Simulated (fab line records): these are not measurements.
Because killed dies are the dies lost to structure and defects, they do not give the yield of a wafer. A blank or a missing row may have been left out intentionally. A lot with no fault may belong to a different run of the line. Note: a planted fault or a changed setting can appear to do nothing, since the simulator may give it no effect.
Split-lot study | flow n5_finfet | 21 wafers read from 7 lots, route of 1938 steps

== SPLIT DETAILS ==
At N5_WELL_APT_PEB_23 (peb time 90 s), the setting peb_time_s was moved away from the recipe's 90 s on 10 of the 21 wafers read, by -22.0% to -6.9%. The other wafers ran this setting at the recipe's value.

== FROM THE SPLIT TO THE READING: what the file shows between them, 2 steps ==
- N5_WELL_APT_DEVELOP_24: develop time 45 s
- N5_WELL_APT_HARDBAKE_29: time 120 s

== THE READING ==
Shown in nm: cd_nm at N5_WELL_APT_CD_MEAS_25, with target cd 200 nm. Typical for fault-free wafers on this fab line: 199.0 nm, with standard deviation 1.9 nm.

wafer  | tool, chamber at the split | peb_time_s as run, s | against the recipe | cd_nm, nm | against lot-mates on the recipe
L076.2 | litho_track-03, 0          | 72.26                | -19.7%             | 188.9     | -8.8
L076.3 | litho_track-03, 0          | 90                   | recipe             | 195.5     | -
L076.4 | litho_track-03, 0          | 90                   | recipe             | 199.8     | -
L078.1 | litho_track-01, 0          | 83.76                | -6.9%              | 196.1     | no lot-mate on the recipe
L078.4 | litho_track-01, 0          | 83.76                | -6.9%              | 196.8     | no lot-mate on the recipe
L078.6 | litho_track-01, 0          | 83.76                | -6.9%              | 196.4     | no lot-mate on the recipe
L079.1 | litho_track-03, 0          | 90                   | recipe             | 197.8     | -
L079.2 | litho_track-03, 0          | 70.16                | -22.0%             | 174.2     | -23.6
L079.4 | litho_track-03, 0          | 70.16                | -22.0%             | 173.5     | -24.3
L084.1 | litho_track-02, 0          | 78.04                | -13.3%             | 208.2     | -3.8
L084.3 | litho_track-02, 0          | 90                   | recipe             | 212.0     | -
L084.6 | litho_track-02, 0          | 78.04                | -13.3%             | 196.1     | -15.9
L087.1 | litho_track-02, 0          | 90                   | recipe             | 201.9     | -
L087.4 | litho_track-02, 0          | 90                   | recipe             | 199.0     | -
L087.5 | litho_track-02, 0          | 90                   | recipe             | 198.2     | -
L088.1 | litho_track-03, 0          | 90                   | recipe             | 199.8     | -
L088.5 | litho_track-03, 0          | 90                   | recipe             | 200.2     | -
L088.6 | litho_track-03, 0          | 90                   | recipe             | 201.3     | -
L090.3 | litho_track-02, 0          | 90                   | recipe             | 199.8     | -
L090.5 | litho_track-02, 0          | 73.38                | -18.5%             | 187.4     | -12.4
L090.6 | litho_track-02, 0          | 73.38                | -18.5%             | 190.8     | -9.0

FIT RESULTS
A straight line over all 21 wafers: cd_nm changes by +0.791 nm for each +1% of peb_time_s; r = +0.75; the points scatter about the line by 6.3 nm.
The same after taking each lot's own level away (the mean of its wafers on the recipe; 18 wafers): +0.799 nm for each +1%; r = +0.89; scatter 4 nm.
On that fit, the largest move of peb_time_s shifts the reading by 18 nm.
The span of the lots' own levels, 197.65 to 212.00 nm, comes to 7.6 times the standard deviation stated above.
So the lot-to-lot level blurs the effect unless lot-mates are compared.
Check: with one of the wafers moved furthest among these (-22.0%) left out of the fit, the line predicts -15.8 nm for it against its lot-mates. It came out at -23.6 nm against them.

== OTHER SPLITS ON THESE WAFERS ==
These wafers also went through other splits before the reading. Each is held against what the fit with the lots' levels taken away leaves over:
other split on the same wafers | wafers away from the commonest value | r with cd_nm (lot level and that fit taken away)
N5_WELL_APT_EXPOSE_22 dose_mj  | 4                                    | +0.62

== THE WHOLE CHAIN: every reading that the file lists as answering this split, in the file's order ==
step                   | what it does             | reading                                                         | change (the file's fit)               | r (the file's)
N5_WELL_APT_CD_MEAS_25 | target cd 200 nm         | cd_nm                                                           | +0.738 nm for each +1% of the setting | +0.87
N5_WELL_APT_DESCUM_30  | chemistry O2, time 7.9 s | WELL_APT.cd_nm (the simulator's own value, which no gauge read) | +0.752 nm for each +1% of the setting | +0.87

== FILE'S OWN FIT ==
cd_nm changes by +0.738 nm for each +1% of peb_time_s, r = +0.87.
